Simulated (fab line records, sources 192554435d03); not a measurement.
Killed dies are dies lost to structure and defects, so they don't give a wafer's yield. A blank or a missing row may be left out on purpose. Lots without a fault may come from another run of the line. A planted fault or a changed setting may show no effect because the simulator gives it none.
Split-lot experiment | flow n5_finfet | 7 lots, 21 wafers read, on a route of 1938 steps

THE SPLIT
At N5_SD_EPI_N_ETCH_16 (etches SiO2 in CHF3/O2, target depth 5 nm), the setting target_depth_a was moved away from the recipe's 50 angstrom on 6 of the 21 wafers read, by -11.0% to +4.5%. The other wafers ran this setting at the recipe's value.

The reading is taken at the split's own step.

THE READING
etch.depth_nm (the simulator's own value, which no gauge read), in nm, at N5_SD_EPI_N_ETCH_16 (etches SiO2 in CHF3/O2, target depth 5 nm). The file gives no usual value for it. The 15 wafers here that ran the recipe average 4.971 nm, standard deviation 0.072 nm.

wafer  | tool, chamber at the split | target_depth_a as run, angstrom | against the recipe | etch.depth_nm, nm | against lot-mates on the recipe
L076.3 | rie_diel-06, 1             | 50                              | recipe             | 4.9               | -
L076.4 | rie_diel-06, 3             | 50                              | recipe             | 4.97              | -
L076.6 | rie_diel-06, 0             | 50                              | recipe             | 4.815             | -
L090.1 | rie_diel-06, 0             | 45.85                           | -8.3%              | 4.659             | -0.284
L090.2 | rie_diel-06, 2             | 45.85                           | -8.3%              | 4.633             | -0.310
L090.3 | rie_diel-06, 1             | 50                              | recipe             | 4.943             | -
L091.1 | rie_diel-06, 2             | 50                              | recipe             | 5.004             | -
L091.3 | rie_diel-06, 3             | 50                              | recipe             | 5.046             | -
L091.6 | rie_diel-06, 2             | 44.49                           | -11.0%             | 4.446             | -0.579
L092.1 | rie_diel-02, 2             | 50                              | recipe             | 5.009             | -
L092.5 | rie_diel-02, 1             | 50                              | recipe             | 5.085             | -
L092.6 | rie_diel-02, 2             | 50                              | recipe             | 5.042             | -
L094.2 | rie_diel-06, 3             | 50                              | recipe             | 5.024             | -
L094.3 | rie_diel-06, 1             | 50                              | recipe             | 4.929             | -
L094.6 | rie_diel-06, 1             | 50                              | recipe             | 4.934             | -
L095.4 | rie_diel-02, 3             | 50                              | recipe             | 5.041             | -
L095.5 | rie_diel-02, 0             | 52.25                           | +4.5%              | 5.21              | +0.210
L095.6 | rie_diel-02, 3             | 50                              | recipe             | 4.958             | -
L096.1 | rie_diel-01, 3             | 50                              | recipe             | 4.869             | -
L096.3 | rie_diel-01, 0             | 44.51                           | -11.0%             | 4.391             | -0.478
L096.4 | rie_diel-01, 2             | 44.51                           | -11.0%             | 4.365             | -0.504

THE FIT
A straight line over all 21 wafers: etch.depth_nm changes by +0.0489 nm for each +1% of target_depth_a; r = +0.95; the points scatter about the line by 0.072 nm.
The same after taking each lot's own level away (the mean of its wafers on the recipe; 21 wafers): +0.0445 nm for each +1%; r = +0.97; scatter 0.048 nm.
On that fit, the largest move of target_depth_a shifts the reading by 0.49 nm.
The lots' own levels span 4.8690 to 5.0453 nm, that is 2.4 times the standard deviation above.
So the lot-to-lot level changes the slope little: the two slopes agree.
Check: with one of the wafers moved furthest among these (-11.0%) left out of the fit, the line predicts -0.46 nm for it against its lot-mates. It came out at -0.579 nm against them.

OTHER SPLITS ON THESE WAFERS
These wafers also went through other splits before the reading. Each is held against what the fit with the lots' levels taken away leaves over:
other split on the same wafers           | wafers away from the commonest value | r with etch.depth_nm (lot level and that fit taken away)
N5_WELL_APT_EXPOSE_05 dose_mj            | 5                                    | -0.01
N5_WELL_APT_DEVELOP_07 develop_time_s    | 6                                    | +0.27
N5_PMOS_HMC_CHANNEL_EPI_HM_DEP_34 time_s | 5                                    | +0.44
N5_PMOS_HMC_CHANNEL_EPI_COAT_31 temp_c   | 13                                   | -0.15
N5_FIN_SAQP_EXPOSE_13 dose_mj            | 6                                    | +0.03
N5_FIN_CUT_ETCH_21 time_s                | 5                                    | +0.34

THE FILE'S OWN FIT
etch.depth_nm changes by +0.0459 nm for each +1% of target_depth_a, r = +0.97.
